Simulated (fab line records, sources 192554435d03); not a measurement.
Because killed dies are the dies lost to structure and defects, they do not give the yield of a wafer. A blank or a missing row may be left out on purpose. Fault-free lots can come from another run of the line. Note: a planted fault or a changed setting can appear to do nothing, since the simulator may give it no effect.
Chamber matching :: flow n5_finfet :: 4 sister chambers for N5_BEOL_M10_CMP_52 on cmp-02
The step polishes, stops on SiCOH lowk, t overpolish 7 s, target thk 140 nm. 8 wafers are shown with their chamber, then 8 later ones without.

## EACH WAFER AND ITS CHAMBER
wafer: L267.4
chamber: 2
overpolish_run_s (s): 6.996
motor_current_A (A): 5.7

wafer: L280.1
chamber: 3
overpolish_run_s (s): 6.995
motor_current_A (A): 6.4

wafer: L280.3
chamber: 2
overpolish_run_s (s): 7.011
motor_current_A (A): 5.4

wafer: L280.6
chamber: 0
overpolish_run_s (s): 7.012
motor_current_A (A): 5.8

wafer: L279.3
chamber: 1
overpolish_run_s (s): 6.994
motor_current_A (A): 5.6

wafer: L279.4
chamber: 0
overpolish_run_s (s): 7.024
motor_current_A (A): 6.0

wafer: L279.5
chamber: 1
overpolish_run_s (s): 6.993
motor_current_A (A): 6.0

wafer: L278.1
chamber: 3
overpolish_run_s (s): 7.011
motor_current_A (A): 6.2

## WAFERS WITHOUT THEIR CHAMBER
wafer: L278.2
overpolish_run_s (s): 6.999
motor_current_A (A): 5.8

wafer: L278.4
overpolish_run_s (s): 7.022
motor_current_A (A): 5.6

wafer: L284.3
overpolish_run_s (s): 6.987
motor_current_A (A): 6.0

wafer: L284.4
overpolish_run_s (s): 7.006
motor_current_A (A): 5.4

wafer: L284.5
overpolish_run_s (s): 7.001
motor_current_A (A): 5.4

wafer: L285.1
overpolish_run_s (s): 7.006
motor_current_A (A): 5.8

wafer: L285.3
overpolish_run_s (s): 7.003
motor_current_A (A): 5.9

wafer: L285.6
overpolish_run_s (s): 6.999
motor_current_A (A): 5.8

## WHICH CHAMBER EACH ONE RAN IN
wafer: L278.2
from the rows above: can't be placed: 1 or 2 or 0 or 3
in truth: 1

wafer: L278.4
from the rows above: can't be placed: 0 or 2 or 1
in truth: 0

wafer: L284.3
from the rows above: can't be placed: 1 or 3 or 2
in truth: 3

wafer: L284.4
from the rows above: can't be placed: 2 or 1
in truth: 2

wafer: L284.5
from the rows above: can't be placed: 2 or 1
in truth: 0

wafer: L285.1
from the rows above: can't be placed: 2 or 1 or 0 or 3
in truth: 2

wafer: L285.3
from the rows above: can't be placed: 1 or 0 or 2 or 3
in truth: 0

wafer: L285.6
from the rows above: can't be placed: 1 or 2 or 0 or 3
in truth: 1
0 of 8 placed correctly. Not placeable from these rows: 8 (in 7, the candidates include the true chamber). Number placed wrongly: 0.
How it was worked out, from the rows above alone: a wafer's distance from a chamber is the root of the sum, over the readings, of the square of ((its reading less the chamber's mean) divided by the reading's scatter). If the next closest chamber is less than 2 further off than the closest, the wafer can't be placed; otherwise it belongs to the closest. A chamber's mean is the mean of its shown wafers. The scatter: take each reading less its chamber's mean, square it, sum over the shown wafers, divide by the number of wafers less the number of chambers, and take the root.
